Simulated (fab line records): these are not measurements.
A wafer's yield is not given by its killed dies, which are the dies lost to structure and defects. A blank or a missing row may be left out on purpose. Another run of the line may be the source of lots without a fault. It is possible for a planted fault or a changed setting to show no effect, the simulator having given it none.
Chamber matching	flow nandHarc	NHARC_A_CHANNEL_FILL_D1_ALD_02 on aldHk-04 has 4 sister chambers
The step deposits SiO2, target thk 6 nm, pulse time 10 s, ald cycles 60. 16 wafers are shown with their chamber, then 8 later ones without.

## EACH WAFER AND ITS CHAMBER
wafer	chamber	heaterPowerW (W)	precursorPulseHeightRel
L077.4	1	420	0.970
L077.5	0	500	0.994
L077.6	3	469	0.943
L078.1	3	483	0.996
L078.2	2	442	1.003
L078.3	0	517	0.991
L082.1	0	488	0.996
L082.2	3	459	1.012
L082.5	2	465	1.006
L085.2	0	488	0.991
L085.3	2	478	1.019
L085.4	3	479	1.003
L086.3	0	490	0.976
L086.4	2	463	1.001
L086.6	2	457	1.020
L087.3	2	463	1.022

SIGNATURES (means of the wafers above)
reading	chamber 0	chamber 1	chamber 2	chamber 3	scatter within a chamber
heaterPowerW	496.60	420.00	461.33	472.50	11.7
precursorPulseHeightRel	0.98960	0.97000	1.01183	0.98850	0.0173
Rule: for each reading, subtract the chamber's mean from the wafer's reading, divide by that reading's scatter and square the result; add these up over the readings and take the root, which gives the wafer's distance from the chamber. If the next closest chamber is less than 2 further off than the closest, the wafer can't be placed; otherwise it belongs to the closest. How the scatter is found: for the shown wafers, subtract from each reading the mean of its chamber, square and add these, divide the total by (wafers less chambers), then take the root.

## WAFERS WHOSE CHAMBER IS MISSING
wafer	heaterPowerW (W)	precursorPulseHeightRel
L087.4	492	1.040
L087.6	401	1.032
L089.1	495	1.001
L089.2	465	1.012
L089.6	491	1.018
L090.2	457	0.953
L090.3	408	1.004
L090.5	484	1.043

## WHICH CHAMBER EACH WENT THROUGH
wafer	from the rows above	in truth
L087.4	can't be placed: 0 or 2 or 3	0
L087.6	can't be placed: 1 or 2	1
L089.1	can't be placed: 0 or 3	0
L089.2	can't be placed: 2 or 3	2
L089.6	can't be placed: 0 or 3 or 2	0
L090.2	can't be placed: 3 or 1 or 2 or 0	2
L090.3	1	1
L090.5	can't be placed: 2 or 0 or 3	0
Placed correctly: 1 of 8. Cannot be placed on the basis of these rows: 7; the candidates contain the true chamber in 7. 0 placed wrongly.
